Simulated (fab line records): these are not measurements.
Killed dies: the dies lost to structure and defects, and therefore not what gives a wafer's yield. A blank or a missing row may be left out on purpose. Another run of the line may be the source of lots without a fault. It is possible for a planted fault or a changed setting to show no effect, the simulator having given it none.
fab line records | flow n5Finfet
record: lots: 7 | wafers: 39
route steps=1938 shown WELL_APT@48 FIN_CUT@169 DUMMY_GATE@237 SD_EPI_P@321
startH: start of the lot's first displayed wafer, in hours after the record's first day | waitH: hours elapsed since this lot's preceding step | " repeats the value in the row above | L1.1+2: one row covering several wafers at once | - either no value or no given start | * or withheld: withheld | < > ~ a bound
route shown NAME@n: names a module that has steps shown in the file, with the first one's number in the route | usual: mean/standard deviation taken from wafers without a fault | same: alike in all rows | chamber/n: place in a boat | sites: each site's reading | _std_site: standard deviation across them | _edge_site: the outer-site mean with the inner-site mean subtracted | radiusMm: how far each site lies from the wafer's centre | mask NAME#n: copy n | behind: the last tool/chamber to shape the wafer | hold: cause of the lot's hold/its duration in hours/its outcome | device: names the non-switching transistor (n, p or np) | end of line: the tests these same wafers got at the end of their route | a step with no rows: only its recipe | killed: dies lost to structure and defects at the first sort, not the wafer's yield | map: the dies of a wafer, with x for killed, . for not killed, _ for no die there
set.NAME: the setting as run; set.NAME@STEP: as run at that earlier step | model.NAME: the simulator's own value behind a step, which no gauge read
lots whose settings were changed on purpose; a table a step, a row a wafer
== steps ==
step: N5_WELL_APT_IMPLANT_32
recipe: species: BF2 | energyKev: 50 | doseCm2: 2e+13 | tiltDeg: 0 | rotationDeg: 0
lot.wafer        | tool         | chamber | startH | waitH | set.energyKev | model.implant.rpNm | model.implant.drpNm
L076.1+2+3+4+5+6 | implanter-02 | 0       | 27.46  | 0.1   | 50            | 37.59              | 18.55
L079.1+5+6       | implanter-02 | 0       | 45.63  | 0.1   | 50            | 37.22              | 18.55
L079.2+3+4       | "            | 0       | "      | "     | 55.53         | 41.3               | 20.03
L080.1+4+6       | implanter-01 | 0       | 51.33  | 0.1   | 50            | 38.18              | 18.55
L080.2+3+5       | "            | 0       | "      | "     | 42.18         | 32.58              | 16.46
L087.2+3+4       | implanter-02 | 0       | 95.86  | 0.1   | 50            | 37.37              | 18.55
L089.1+4+5       | implanter-02 | 0       | 105.45 | 0.1   | 50            | 36.54              | 18.55
L089.2+3+6       | "            | 0       | "      | "     | 53.81         | 39.3               | 19.57
L095.1+2+5       | implanter-01 | 0       | 141.48 | 0.1   | 47.58         | 36.25              | 17.91
L095.3+4+6       | "            | 0       | "      | "     | 50            | 38.08              | 18.55
L096.1+2+3+4+5+6 | implanter-01 | 0       | 147.17 | 0.1   | 50            | 37.25              | 18.55
step: N5_FIN_CUT_ETCH_21
recipe: chemistry: N2/H2 | target: SOC | targetDepthA: 2190 | overetchA: 438 | maskMaterial: SiARC | tempC: 40 | ionEnergyEv: 100 | biasW: 61 | timeS: 523.5 | pressureMtorr: 30 | sourceW: 850 | n2FlowSccm: 200 | h2FlowSccm: 200
lot.wafer  | tool       | chamber | startH | waitH | set.timeS | model.SiARC_of_FIN_CUT_COAT_19.thkNm
L076.1+4   | rieDiel-05 | 3,1     | 39.83  | 0.0   | 523.5     | 12.4
L076.2+5+6 | "          | 2,2,1   | "      | "     | 523.5     | 12.2
L076.3     | "          | 0       | "      | "     | 523.5     | 12
L079.1     | rieDiel-06 | 3       | 57.13  | 0.0   | 468.9     | 12.6
L079.2+6   | "          | 0       | "      | "     | 523.5     | 11.8
L079.3     | "          | 1       | "      | "     | 468.9     | 13
L079.4     | "          | 2       | "      | "     | 523.5     | 12.2
L079.5     | "          | 3       | "      | "     | 468.9     | 12.4
L080.1+2+6 | rieDiel-05 | 2,1,2   | 62.80  | 0.0   | 559.6     | 11.6
L080.3     | "          | 0       | "      | "     | 523.5     | 11.8
L080.4+5   | "          | 3,1     | "      | "     | 523.5     | 12.2
L087.2+4   | rieDiel-05 | 2,1     | 106.92 | 0.0   | 523.5     | 12
L087.3     | "          | 0       | "      | "     | 523.5     | 11.8
L089.1+2+4 | rieDiel-01 | 2,3,0   | 117.29 | 0.0   | 523.5     | 11.8
L089.3+6   | "          | 1       | "      | "     | 523.5     | 11.6
L089.5     | "          | 0       | "      | "     | 523.5     | 12
L095.1     | rieDiel-05 | 0       | 154.20 | 0.0   | 523.5     | 11.8
L095.2+4   | "          | 1,3     | "      | "     | 410.9     | 13.6
L095.3     | "          | 2       | "      | "     | 410.9     | 13.8
L095.5+6   | "          | 1,2     | "      | "     | 523.5     | 12
L096.1     | rieDiel-06 | 0       | 159.67 | 0.0   | 620.2     | 10.4
L096.2+5+6 | "          | 2,3,2   | "      | "     | 523.5     | 11.8
L096.3     | "          | 3       | "      | "     | 620.2     | 10.2
L096.4     | "          | 1       | "      | "     | 620.2     | 10.8
step: N5_DUMMY_GATE_ETCH_37
recipe: chemistry: N2/H2 | target: SOC | targetDepthA: 600 | overetchA: 300 | tempC: 40 | ionEnergyEv: 200 | pressureMtorr: 30 | sourceW: 840 | biasW: 150 | n2FlowSccm: 200 | h2FlowSccm: 200
usual: rfVppV: 524.0/2.8
lot.wafer | tool       | chamber | startH | waitH | set.sourceW | rfVppV
L076.1    | rieDiel-01 | 2       | 59.09  | 0.0   | 840         | 524.5
L076.2    | "          | 1       | "      | "     | 840         | 525.8
L076.3    | "          | 0       | "      | "     | 840         | 528.4
L076.4    | "          | 3       | "      | "     | 840         | 522.1
L076.5    | "          | 1       | "      | "     | 840         | 525.6
L076.6    | "          | 0       | "      | "     | 840         | 527.5
L079.1    | rieDiel-05 | 1       | 75.64  | 0.0   | 993.6       | 493.7
L079.2    | "          | 3       | "      | "     | 840         | 519.0
L079.3    | "          | 0       | "      | "     | 840         | 520.9
L079.4    | "          | 2       | "      | "     | 993.6       | 498.4
L079.5    | "          | 2       | "      | "     | 840         | 529.2
L079.6    | "          | 1       | "      | "     | 993.6       | 492.4
L080.1    | rieDiel-05 | 1       | 81.25  | 0.0   | 840         | 520.5
L080.2    | "          | 3       | "      | "     | 840         | 520.3
L080.3    | "          | 0       | "      | "     | 761.1       | 537.3
L080.4    | "          | 2       | "      | "     | 840         | 528.5
L080.5    | "          | 3       | "      | "     | 761.1       | 536.3
L080.6    | "          | 2       | "      | "     | 761.1       | 543.4
L087.2    | rieDiel-05 | 2       | 132.21 | 0.0   | 840         | 526.8
L087.3    | "          | 1       | "      | "     | 840         | 523.2
L087.4    | "          | 3       | "      | "     | 840         | 528.2
L089.1    | rieDiel-06 | 3       | 139.57 | 0.0   | 840         | 522.9
L089.2    | "          | 1       | "      | "     | 751         | 543.0
L089.3    | "          | 0       | "      | "     | 840         | 527.7
L089.4    | "          | 0       | "      | "     | 751         | 549.0
L089.5    | "          | 3       | "      | "     | 840         | 522.8
L089.6    | "          | 1       | "      | "     | 751         | 542.9
L095.1    | rieDiel-05 | 0       | 174.22 | 0.0   | 792.9       | 529.0
L095.2    | "          | 1       | "      | "     | 840         | 521.6
L095.3    | "          | 3       | "      | "     | 792.9       | 538.1
L095.4    | "          | 1       | "      | "     | 840         | 521.0
L095.5    | "          | 3       | "      | "     | 792.9       | 537.5
L095.6    | "          | 0       | "      | "     | 840         | 521.1
L096.1    | rieDiel-01 | 1       | 178.87 | 0.0   | 840         | 526.6
L096.2    | "          | 0       | "      | "     | 840         | 526.7
L096.3    | "          | 2       | "      | "     | 957.4       | 502.0
L096.4    | "          | 3       | "      | "     | 957.4       | 500.2
L096.5    | "          | 3       | "      | "     | 957.4       | 502.3
L096.6    | "          | 2       | "      | "     | 840         | 523.4
step: N5_DUMMY_GATE_ETCH_44
recipe: chemistry: HBr/O2 | overEtchFrac: 0.7 | targetDepthA: 1275 | stopOn: SiO2 | ionEnergyEv: 60 | biasW: 20 | target: poly-Si | maskMaterial: SiO2 | pressureMtorr: 20 | icpW: 400 | HBr_flow_sccm: 120 | O2_flow_sccm: 10
usual: oesProductAu: 0.732/0.012
lot.wafer | tool     | chamber | startH | waitH | set.targetDepthA | oesProductAu
L076.1    | rieSi-04 | 2       | 59.70  | 0.0   | 1275             | 0.740
L076.2    | "        | 1       | "      | "     | 1372             | 0.705
L076.3    | "        | 0       | "      | "     | 1372             | 0.695
L076.4    | "        | 0       | "      | "     | 1372             | 0.714
L076.5    | "        | 2       | "      | "     | 1275             | 0.766
L076.6    | "        | 1       | "      | "     | 1275             | 0.718
L079.1    | rieSi-05 | 2       | 76.25  | 0.0   | 1275             | 0.739
L079.2    | "        | 0       | "      | "     | 1275             | 0.727
L079.3    | "        | 3       | "      | "     | 1128             | 0.782
L079.4    | "        | 1       | "      | "     | 1128             | 0.776
L079.5    | "        | 2       | "      | "     | 1128             | 0.800
L079.6    | "        | 3       | "      | "     | 1275             | 0.708
L080.1    | rieSi-05 | 1       | 82.04  | 0.0   | 1275             | 0.733
L080.2    | "        | 2       | "      | "     | 1275             | 0.752
L080.3    | "        | 3       | "      | "     | 1347             | 0.706
L080.4    | "        | 0       | "      | "     | 1347             | 0.694
L080.5    | "        | 3       | "      | "     | 1275             | 0.732
L080.6    | "        | 2       | "      | "     | 1347             | 0.729
L087.2    | rieSi-05 | 3       | 133.04 | 0.0   | 1275             | 0.729
L087.3    | "        | 2       | "      | "     | 1275             | 0.746
L087.4    | "        | 1       | "      | "     | 1275             | 0.736
L089.1    | rieSi-05 | 2       | 140.19 | 0.0   | 1206             | 0.776
L089.2    | "        | 1       | "      | "     | 1275             | 0.727
L089.3    | "        | 0       | "      | "     | 1206             | 0.746
L089.4    | "        | 3       | "      | "     | 1275             | 0.727
L089.5    | "        | 1       | "      | "     | 1275             | 0.735
L089.6    | "        | 2       | "      | "     | 1206             | 0.762
L095.1    | rieSi-03 | 2       | 175.07 | 0.0   | 1178             | 0.761
L095.2    | "        | 1       | "      | "     | 1275             | 0.723
L095.3    | "        | 3       | "      | "     | 1178             | 0.747
L095.4    | "        | 0       | "      | "     | 1275             | 0.727
L095.5    | "        | 3       | "      | "     | 1275             | 0.719
L095.6    | "        | 2       | "      | "     | 1178             | 0.758
L096.1    | rieSi-05 | 3       | 179.57 | 0.0   | 1275             | 0.729
L096.2    | "        | 1       | "      | "     | 1275             | 0.735
L096.3    | "        | 2       | "      | "     | 1275             | 0.752
L096.4    | "        | 0       | "      | "     | 1340             | 0.705
L096.5    | "        | 1       | "      | "     | 1340             | 0.712
L096.6    | "        | 2       | "      | "     | 1340             | 0.726
step: N5_SD_EPI_P_EPI_21
recipe: material: SiGe:B | dopant: B | tempC: 550 | pressureTorr: 20 | ambient: H2 | timeS: 355
lot.wafer  | tool        | chamber | startH | waitH | set.tempC | model.SiGe-B_of_SD_EPI_P_EPI_21.thkNm
L076.1     | epiRpcvd-04 | 0       | 68.09  | 0.1   | 550       | 62.2
L076.2     | "           | 0       | "      | "     | 550       | 61.6
L076.3+5   | "           | 0       | "      | "     | 550       | 62
L076.4+6   | "           | 0       | "      | "     | 550       | 62.4
L079.1     | epiRpcvd-03 | 0       | 84.40  | 0.1   | 550       | 59.6
L079.2+5   | "           | 0       | "      | "     | 550       | 60.4
L079.3+6   | "           | 0       | "      | "     | 550       | 60.8
L079.4     | "           | 0       | "      | "     | 550       | 60.2
L080.1     | epiRpcvd-03 | 0       | 90.13  | 0.1   | 546.7     | 58.2
L080.2     | "           | 0       | "      | "     | 546.7     | 57.2
L080.3     | "           | 0       | "      | "     | 546.7     | 57.8
L080.4+5+6 | "           | 0       | "      | "     | 550       | 62
L087.2+3   | epiRpcvd-04 | 0       | 141.34 | 0.5   | 550       | 61
L087.4     | "           | 0       | "      | "     | 550       | 60.4
L089.1     | epiRpcvd-03 | 0       | 147.73 | 0.2   | 547.9     | 58
L089.2     | "           | 0       | "      | "     | 547.9     | 58.6
L089.3     | "           | 0       | "      | "     | 550       | 60
L089.4     | "           | 0       | "      | "     | 547.9     | 57.8
L089.5     | "           | 0       | "      | "     | 550       | 60.4
L089.6     | "           | 0       | "      | "     | 550       | 59.6
L095.1     | epiRpcvd-01 | 0       | 183.77 | 0.2   | 550       | 61.6
L095.2     | "           | 0       | "      | "     | 553.8     | 66.8
L095.3     | "           | 0       | "      | "     | 550       | 61.4
L095.4     | "           | 0       | "      | "     | 550       | 60.8
L095.5     | "           | 0       | "      | "     | 553.8     | 67
L095.6     | "           | 0       | "      | "     | 553.8     | 66.6
L096.1     | epiRpcvd-03 | 0       | 188.27 | 0.2   | 550       | 61.8
L096.2+6   | "           | 0       | "      | "     | 553       | 65.8
L096.3     | "           | 0       | "      | "     | 553       | 65.2
L096.4     | "           | 0       | "      | "     | 550       | 60.6
L096.5     | "           | 0       | "      | "     | 550       | 60.8
step: N5_SD_EPI_P_HM_STRIP_48
recipe: chemistry: H3PO4 | tempC: 160 | material: SiNx | target: SiNx | targetDepthA: 30 | overetchFraction: 0.3
lot.wafer | tool        | chamber | startH | waitH | set.tempC@SD_EPI_P_EPI_21 | model.SiGe-B_of_SD_EPI_P_EPI_21.thkNm
L076.1+6  | wetBench-04 | 6,5     | 70.32  | 0.0   | 550                       | 62
L076.2    | "           | 0       | "      | "     | 550                       | 61.2
L076.3+5  | "           | 4,3     | "      | "     | 550                       | 61.6
L076.4    | "           | 7       | "      | "     | 550                       | 62.2
L079.1    | wetBench-01 | 3       | 86.63  | 0.0   | 550                       | 59.2
L079.2+5  | "           | 4,1     | "      | "     | 550                       | 60.2
L079.3+6  | "           | 2,0     | "      | "     | 550                       | 60.4
L079.4    | "           | 7       | "      | "     | 550                       | 60
L080.1    | wetBench-01 | 3       | 92.36  | 0.0   | 546.7                     | 58
L080.2    | "           | 6       | "      | "     | 546.7                     | 57
L080.3    | "           | 0       | "      | "     | 546.7                     | 57.4
L080.4+6  | "           | 4,7     | "      | "     | 550                       | 61.8
L080.5    | "           | 5       | "      | "     | 550                       | 61.6
L087.2    | wetBench-04 | 3       | 143.21 | 0.0   | 550                       | 60.8
L087.3    | "           | 5       | "      | "     | 550                       | 60.6
L087.4    | "           | 6       | "      | "     | 550                       | 60
L089.1    | wetBench-01 | 4       | 150.69 | 0.0   | 547.9                     | 57.8
L089.2    | "           | 0       | "      | "     | 547.9                     | 58.2
L089.3    | "           | 5       | "      | "     | 550                       | 59.8
L089.4    | "           | 3       | "      | "     | 547.9                     | 57.6
L089.5    | "           | 6       | "      | "     | 550                       | 60.2
L089.6    | "           | 7       | "      | "     | 550                       | 59.2
L095.1    | wetBench-02 | 2       | 186.72 | 0.0   | 550                       | 61.4
L095.2+5  | "           | 1,4     | "      | "     | 553.8                     | 66.6
L095.3    | "           | 0       | "      | "     | 550                       | 61.2
L095.4    | "           | 3       | "      | "     | 550                       | 60.4
L095.6    | "           | 5       | "      | "     | 553.8                     | 66.2
L096.1    | wetBench-04 | 7       | 191.22 | 0.0   | 550                       | 61.6
L096.2+6  | "           | 6,1     | "      | "     | 553                       | 65.4
L096.3    | "           | 3       | "      | "     | 553                       | 65
L096.4+5  | "           | 0,2     | "      | "     | 550                       | 60.4
== key ==
split: step: N5_WELL_APT_IMPLANT_32 | setting: energyKev | stated: 50 | by: wafer
response: step: N5_WELL_APT_IMPLANT_32 | reading: model.implant.rpNm | change: +0.362 | per: 1% | r: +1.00
response: step: N5_WELL_APT_IMPLANT_32 | reading: model.implant.drpNm | change: +0.134 | per: 1% | r: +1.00
split: step: N5_FIN_CUT_ETCH_21 | setting: timeS | stated: 523.5 | by: wafer
response: step: N5_FIN_CUT_ETCH_21 | reading: model.SiARC_of_FIN_CUT_COAT_19.thkNm | change: -0.0758 | per: 1% | r: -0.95
split: step: N5_DUMMY_GATE_ETCH_37 | setting: sourceW | stated: 840 | by: wafer
response: step: N5_DUMMY_GATE_ETCH_37 | reading: rfVppV | change: -1.7 | per: 1% | r: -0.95
split: step: N5_DUMMY_GATE_ETCH_44 | setting: targetDepthA | stated: 1275 | by: wafer
response: step: N5_DUMMY_GATE_ETCH_44 | reading: oesProductAu | change: -0.00504 | per: 1% | r: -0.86
split: step: N5_SD_EPI_P_EPI_21 | setting: tempC | stated: 550 | by: wafer
response: step: N5_SD_EPI_P_EPI_21 | reading: model.SiGe-B_of_SD_EPI_P_EPI_21.thkNm | change: +7.47 | per: 1% | r: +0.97
response: step: N5_SD_EPI_P_HM_STRIP_48 | reading: model.SiGe-B_of_SD_EPI_P_EPI_21.thkNm | change: +7.41 | per: 1% | r: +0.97
